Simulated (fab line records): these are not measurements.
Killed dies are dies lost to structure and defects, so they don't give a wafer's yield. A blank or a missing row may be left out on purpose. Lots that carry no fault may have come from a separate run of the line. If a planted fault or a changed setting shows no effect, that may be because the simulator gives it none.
Problem report, 8D (eight disciplines) form, completed by code :: flow nand-harc :: the parts of the form that need people (team, actions taken, sign-off) are left out

== 1. THE PROBLEM ==
Wafers without a fault read 94.2 s, standard deviation 0.47; run-length-s at NHARC_P_BONDPAD_ETCH_24 reads a mean of 77.8 s on 2 wafers belonging to 2 lots. Measured from the usual mean, that is -35 standard deviations.
The step: etches the open film in CF4/N2, target depth 30 nm, time 72.99 s.
Earliest sighting: wafer L371.4 on rie-diel-05 at day 11 22:35. Wafers with a number at this step in the record: 39, from 13 lots. Rule for "out", or "out of limits": more than 4 standard deviations from the usual mean. The rest of the wafers with a number are treated as sound.

== 2. WHAT IT IS AND WHAT IT IS NOT ==
question: which readings at this step
is: run-length-s
is not: drypump-motor-current-A, mfc-ar-sccm, oes-product-au, rf-vpp-V, showerhead-plenum-p-Torr, throttle-valve-pct

question: which lots
is: L371, L373
is not: L358, L359, L360, L361, L362, L364, L366, L367, L377, L378, L381

question: which wafers of those lots
is: L371.4, L373.6
is not: L371.3, L371.6, L373.3, L373.5

question: read on which tools
is: rie-diel-05
is not: rie-diel-04, rie-diel-09

question: when
is: from day 11 22:35
is not: up to then (26 sound wafers); but 11 sound wafers of L373, L377, L378, L381 came after

== 3. THE SUSPECTS, EACH WITH WHAT RULES IT OUT ==
Counting: if a tool at a process step up to the reading ran every lot that is out, it stays a suspect. Sound lots after the first of them don't rule it out here, since some wafers of a struck lot are sound.
- rie-diel-05 at NHARC_P_BONDPAD_ETCH_24 (etches the open film in CF4/N2, target depth 30 nm, time 72.99 s): kept. It processed each lot that is out (first: L371, day 11 22:35); up to then, its last sound lot is L366 (day 10 09:19). Its own readings are out on those wafers: run-length-s.
- In rie-diel-05 at NHARC_P_BONDPAD_ETCH_24, the wafers that are out were processed in chamber 0 and their sound lot-mates in chambers 1, 2, 3.
Left after counting: rie-diel-05 at NHARC_P_BONDPAD_ETCH_24.

== 4. THE CAUSE (what the simulator had put in) ==
rie-diel-05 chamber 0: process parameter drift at NHARC_P_BONDPAD_ETCH_24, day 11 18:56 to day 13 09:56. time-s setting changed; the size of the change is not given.
Only this tool survived the counting.

== 5. SEQUENCE OF EFFECTS, ordered by route ==
Each row: a reading where the mean over the struck wafers with a number is more than 3 standard deviations away from the usual. Scope: only readings with a usual standard deviation given in the record; hours: median across lots of the time from each lot's start at the first step in this table that gives one to its start at this step; sigmas: change in usual standard deviations.
hours: 0
step: NHARC_P_BONDPAD_ETCH_24
reading: run-length-s
usual: 94.2 s
on struck wafers: 77.8
change: -16.5
sigmas: -35
The process steps in it:
- NHARC_P_BONDPAD_ETCH_24: etches the open film in CF4/N2, target depth 30 nm, time 72.99 s.
At these later measuring or inspecting steps, every struck wafer for which the step has a row has a number for every such reading, and none has moved that far: NHARC_END_SORT_01.

== 6. HOW IT WOULD HAVE BEEN CAUGHT EARLIER ==
In this record the first reading out of limits was taken at day 11 22:35, 4 hours after the fault began at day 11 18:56.
